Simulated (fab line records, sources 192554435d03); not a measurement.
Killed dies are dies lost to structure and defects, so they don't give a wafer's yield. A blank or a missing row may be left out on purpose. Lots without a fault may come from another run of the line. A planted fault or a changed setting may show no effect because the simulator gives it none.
Which tool did it? | flow n5_finfet | 24 lots, 72 wafers sampled, at 4 steps of a route of 1938

WHAT THE GAUGES READ, wafer by wafer
N5_BEOL_M15_OVL_MEAS_11. Usual: V14_OVL -2 nm, standard deviation 6.2.
lot  | measured     | on         | V14_OVL (nm) | flag
L074 | day 11 11:40 | overlay-02 | 1 -5 -4      |
L075 | day 11 16:07 | overlay-01 | -2 -7 10     |
L076 | day 12 01:01 | overlay-02 | 17 -3 2      |
L080 | day 12 20:13 | overlay-02 | -9 -10 -15   |
L079 | day 13 03:26 | overlay-02 | 1 11 3       |
L078 | day 13 07:27 | overlay-02 | -3 -1 -8     |
L083 | day 13 09:30 | overlay-02 | 4 -4 1       |
L077 | day 13 14:14 | overlay-01 | -4 -6 -10    |
L082 | day 13 14:32 | overlay-02 | 1 -6 -9      |
L081 | day 13 16:44 | overlay-02 | -1 -1 -4     |
L084 | day 14 08:52 | overlay-02 | -14 -5 -15   |
L085 | day 14 20:11 | overlay-01 | -2 -4 -5     |
L086 | day 14 20:21 | overlay-01 | -4 7 -5      |
L088 | day 15 03:48 | overlay-01 | -4 -1 -12    |
L087 | day 15 08:41 | overlay-02 | 1 -4 -3      |
L089 | day 15 21:13 | overlay-02 | 9 4 7        |
L091 | day 16 06:05 | overlay-01 | -6 0 -5      |
L090 | day 16 06:34 | overlay-01 | -2 -9 4      |
L092 | day 16 07:00 | overlay-02 | -5 -6 -5     |
L093 | day 16 15:43 | overlay-01 | -6 -14 -8    |
L095 | day 17 02:13 | overlay-01 | -8 -2 1      |
L094 | day 17 04:29 | overlay-02 | 5 5 9        |
L096 | day 17 16:26 | overlay-02 | -13 -4 -2    |
L097 | day 17 16:55 | overlay-01 | 0 -4 3       |

N5_BEOL_M15_CD_MEAS_28: target cd 407.6 nm. Usual: cd_nm 408.6 nm, standard deviation 1.8.
lot  | measured     | on        | cd_nm (nm)        | flag
L074 | day 11 13:53 | cd_sem-01 | 409.5 409.8 411.3 |
L075 | day 11 17:44 | cd_sem-02 | 404.9 409.5 407.9 |
L076 | day 12 02:55 | cd_sem-02 | 409.4 410.9 408.3 |
L080 | day 12 21:43 | cd_sem-02 | 408.7 408.7 408.7 |
L079 | day 13 05:03 | cd_sem-01 | 410.2 410.3 411.1 |
L078 | day 13 09:17 | cd_sem-01 | 409.7 410.7 411.7 |
L083 | day 13 10:56 | cd_sem-01 | 407.8 408.5 409.7 |
L077 | day 13 16:04 | cd_sem-01 | 410.4 411.3 409.2 |
L082 | day 13 16:25 | cd_sem-02 | 410.3 408.2 406.6 |
L081 | day 13 18:24 | cd_sem-02 | 410.1 410.5 409.2 |
L084 | day 14 10:26 | cd_sem-03 | 405.2 408.2 407.2 |
L085 | day 14 21:58 | cd_sem-02 | 409.8 406.9 408.9 |
L086 | day 14 23:10 | cd_sem-03 | 407.5 407.1 409.9 |
L088 | day 15 06:04 | cd_sem-03 | 407.3 405.8 406.6 |
L087 | day 15 10:19 | cd_sem-01 | 409.8 408.3 407.9 |
L089 | day 15 22:38 | cd_sem-01 | 408.1 408.6 409.6 |
L091 | day 16 07:46 | cd_sem-03 | 407.9 408.6 408.0 |
L090 | day 16 08:11 | cd_sem-02 | 408.5 407.3 405.6 |
L092 | day 16 08:45 | cd_sem-02 | 407.4 409.0 405.4 |
L093 | day 16 17:17 | cd_sem-03 | 407.2 408.0 407.0 |
L095 | day 17 03:39 | cd_sem-01 | 403.9 408.4 408.2 |
L094 | day 17 06:42 | cd_sem-02 | 408.6 407.9 406.7 |
L096 | day 17 17:59 | cd_sem-03 | 406.3 411.8 410.0 |
L097 | day 17 18:21 | cd_sem-01 | 409.1 407.0 410.7 |

WHICH TOOL RAN EACH LOT (tool, then ch and the chambers of the sampled wafers, then the start)
lot  | N5_BEOL_M14_STRIP_37               | N5_BEOL_M14_SPUTTER_45
L074 | rie_diel-04 ch 0,1,3, day 11 08:35 | pvd_sputter-01, day 11 09:49
L075 | rie_diel-04 ch 2,3, day 11 12:47   | pvd_sputter-03, day 11 13:52
L076 | rie_diel-03 ch 2,3, day 11 22:23   | pvd_sputter-03, day 11 23:05
L080 | rie_diel-04 ch 0,1,2, day 12 17:24 | pvd_sputter-02, day 12 18:25
L079 | rie_diel-03 ch 0,3, day 12 21:37   | pvd_sputter-03, day 13 01:38
L078 | rie_diel-04 ch 0,1,3, day 13 04:49 | pvd_sputter-01, day 13 05:39
L083 | rie_diel-02 ch 0,1,3, day 13 06:44 | pvd_sputter-03, day 13 07:48
L077 | rie_diel-02 ch 1,2,3, day 13 11:40 | pvd_sputter-03, day 13 12:19
L082 | rie_diel-02 ch 1,2,3, day 13 11:55 | pvd_sputter-03, day 13 12:38
L081 | rie_diel-04 ch 0,1,2, day 13 14:06 | pvd_sputter-02, day 13 14:56
L084 | rie_diel-04 ch 0,1,3, day 14 06:17 | pvd_sputter-03, day 14 07:10
L085 | rie_diel-03 ch 0,2, day 14 17:28   | pvd_sputter-02, day 14 18:20
L086 | rie_diel-04 ch 0,2,3, day 14 17:31 | pvd_sputter-01, day 14 18:29
L088 | rie_diel-03 ch 1,2,3, day 15 01:22 | pvd_sputter-02, day 15 01:52
L087 | rie_diel-02 ch 0,2,3, day 15 06:23 | pvd_sputter-02, day 15 06:53
L089 | rie_diel-02 ch 0,1,3, day 15 18:39 | pvd_sputter-03, day 15 19:25
L091 | rie_diel-03 ch 2,3, day 16 03:24   | pvd_sputter-03, day 16 04:07
L090 | rie_diel-04 ch 2,3, day 16 04:16   | pvd_sputter-02, day 16 04:46
L092 | rie_diel-02 ch 1,3, day 16 04:37   | pvd_sputter-02, day 16 05:19
L093 | rie_diel-02 ch 0,1, day 16 12:12   | pvd_sputter-01, day 16 14:03
L095 | rie_diel-04 ch 0,1,3, day 16 23:29 | pvd_sputter-01, day 17 00:30
L094 | rie_diel-03 ch 1,3, day 17 02:07   | pvd_sputter-01, day 17 02:37
L096 | rie_diel-03 ch 0,1,2, day 17 13:50 | pvd_sputter-01, day 17 14:38
L097 | rie_diel-02 ch 1,3, day 17 14:19   | pvd_sputter-02, day 17 14:51
- N5_BEOL_M14_STRIP_37: strips in O2.
- N5_BEOL_M14_SPUTTER_45: material Cu, target thk 100 nm, time 16.67 s.

WHAT THE TOOLS THEMSELVES READ (means of the sampled wafers that have a number; where no wafer has one, the mark that the record gives instead)
N5_BEOL_M14_STRIP_37. Usual: drypump_motor_current_A 5.8 A, standard deviation 0.49; oes_product_au 0.84 a.u., standard deviation 0.084; rf_vpp_V 3.8 V, standard deviation 1.1; showerhead_plenum_p_Torr 2.14 Torr, standard deviation 0.069; throttle_valve_pct 16.55 %, standard deviation 0.19.
lot  | tool        | drypump_motor_current_A (A) | oes_product_au (a.u.) | rf_vpp_V (V) | showerhead_plenum_p_Torr (Torr) | throttle_valve_pct (%) | flag
L074 | rie_diel-04 | 6.5                         | 0.89                  | 4.1          | 2.14                            | 16.57                  |
L075 | rie_diel-04 | 6.1                         | 0.90                  | 3.9          | 2.16                            | 16.63                  |
L076 | rie_diel-03 | 5.6                         | 0.85                  | 2.8          | 2.19                            | 16.51                  |
L080 | rie_diel-04 | 6.2                         | 0.91                  | 3.2          | 2.17                            | 16.48                  |
L079 | rie_diel-03 | 5.6                         | 0.76                  | 4.9          | 2.12                            | 16.56                  |
L078 | rie_diel-04 | 6.5                         | 0.86                  | 4.1          | 2.14                            | 16.61                  |
L083 | rie_diel-02 | 5.7                         | 0.79                  | 3.3          | 2.06                            | 16.57                  |
L077 | rie_diel-02 | 5.7                         | 0.87                  | 3.6          | 2.12                            | 16.55                  |
L082 | rie_diel-02 | 5.7                         | 0.87                  | 3.9          | 2.12                            | 16.54                  |
L081 | rie_diel-04 | 6.2                         | 0.90                  | 4.2          | 2.17                            | 16.50                  |
L084 | rie_diel-04 | 6.5                         | 0.85                  | 3.7          | 2.13                            | 16.63                  |
L085 | rie_diel-03 | 5.5                         | 0.74                  | 3.1          | 2.08                            | 16.56                  |
L086 | rie_diel-04 | 6.2                         | 0.85                  | 4.0          | 2.19                            | 16.62                  |
L088 | rie_diel-03 | 5.5                         | 0.80                  | 3.4          | 2.14                            | 16.57                  |
L087 | rie_diel-02 | 5.4                         | 0.86                  | 2.9          | 2.16                            | 16.58                  |
L089 | rie_diel-02 | 5.7                         | 0.84                  | 4.2          | 2.15                            | 16.43                  |
L091 | rie_diel-03 | 5.5                         | 0.78                  | 5.1          | 2.13                            | 16.56                  |
L090 | rie_diel-04 | 5.9                         | 0.87                  | 4.4          | 2.19                            | 16.56                  |
L092 | rie_diel-02 | 5.8                         | 0.74                  | 2.9          | 2.08                            | 16.64                  |
L093 | rie_diel-02 | 5.9                         | 0.89                  | 3.8          | 2.17                            | 16.27                  |
L095 | rie_diel-04 | 6.5                         | 0.82                  | 3.3          | 2.13                            | 16.65                  |
L094 | rie_diel-03 | 5.4                         | 0.79                  | 4.6          | 2.14                            | 16.60                  |
L096 | rie_diel-03 | 5.4                         | 0.79                  | 4.2          | 2.08                            | 16.42                  |
L097 | rie_diel-02 | 6.0                         | 0.90                  | 3.8          | 2.10                            | 16.31                  |

N5_BEOL_M14_SPUTTER_45. Usual: chuck_gas_flow_sccm 1.25 sccm, standard deviation 0.051; susceptor_temp_C -19.99 C, standard deviation 0.1; throttle_valve_pct 29.9 %, standard deviation 1.2.
lot  | tool           | chuck_gas_flow_sccm (sccm) | susceptor_temp_C (C) | throttle_valve_pct (%) | flag
L074 | pvd_sputter-01 | 1.26                       | -20.07               | 30.0                   |
L075 | pvd_sputter-03 | 1.32                       | -19.86               | 29.0                   |
L076 | pvd_sputter-03 | 1.23                       | -20.01               | 29.9                   |
L080 | pvd_sputter-02 | 1.23                       | -19.91               | 30.4                   |
L079 | pvd_sputter-03 | 1.32                       | -20.00               | 29.9                   |
L078 | pvd_sputter-01 | 1.27                       | -19.98               | 30.6                   |
L083 | pvd_sputter-03 | 1.24                       | -20.02               | 29.7                   |
L077 | pvd_sputter-03 | 1.27                       | -20.01               | 30.1                   |
L082 | pvd_sputter-03 | 1.21                       | -19.91               | 29.4                   |
L081 | pvd_sputter-02 | 1.25                       | -19.98               | 30.5                   |
L084 | pvd_sputter-03 | 1.22                       | -20.00               | 28.8                   |
L085 | pvd_sputter-02 | 1.24                       | -19.92               | 30.9                   |
L086 | pvd_sputter-01 | 1.25                       | -19.97               | 29.3                   |
L088 | pvd_sputter-02 | 1.28                       | -19.93               | 30.6                   |
L087 | pvd_sputter-02 | 1.26                       | -19.98               | 29.7                   |
L089 | pvd_sputter-03 | 1.23                       | -19.98               | 29.0                   |
L091 | pvd_sputter-03 | 1.24                       | -19.99               | 28.9                   |
L090 | pvd_sputter-02 | 1.20                       | -20.02               | 31.6                   |
L092 | pvd_sputter-02 | 1.26                       | -20.07               | 31.0                   |
L093 | pvd_sputter-01 | 1.27                       | -19.98               | 30.2                   |
L095 | pvd_sputter-01 | 1.23                       | -20.07               | 29.4                   |
L094 | pvd_sputter-01 | 1.24                       | -20.06               | 30.0                   |
L096 | pvd_sputter-01 | 1.27                       | -20.02               | 30.6                   |
L097 | pvd_sputter-02 | 1.25                       | -19.95               | 29.5                   |

THE ANSWER, worked out from the rows above alone
Rule: a lot is off if the mean of its wafers that have a number lies more than 3 standard deviations from the usual mean. A lot without any number at a reading at which 4 lots or more have one is off too. The other lots that the step has rows for count as sound. The gauges are gone through in route order, then the tools' own readings, and for those a lot's mean is taken as printed above. The first step at which some lot is off is used, and at that step the reading that is off furthest; a lot without a number counts as furthest.
No lot is off at any reading shown: from this, nothing can be told.

WHAT THE SIMULATOR HAD PUT IN
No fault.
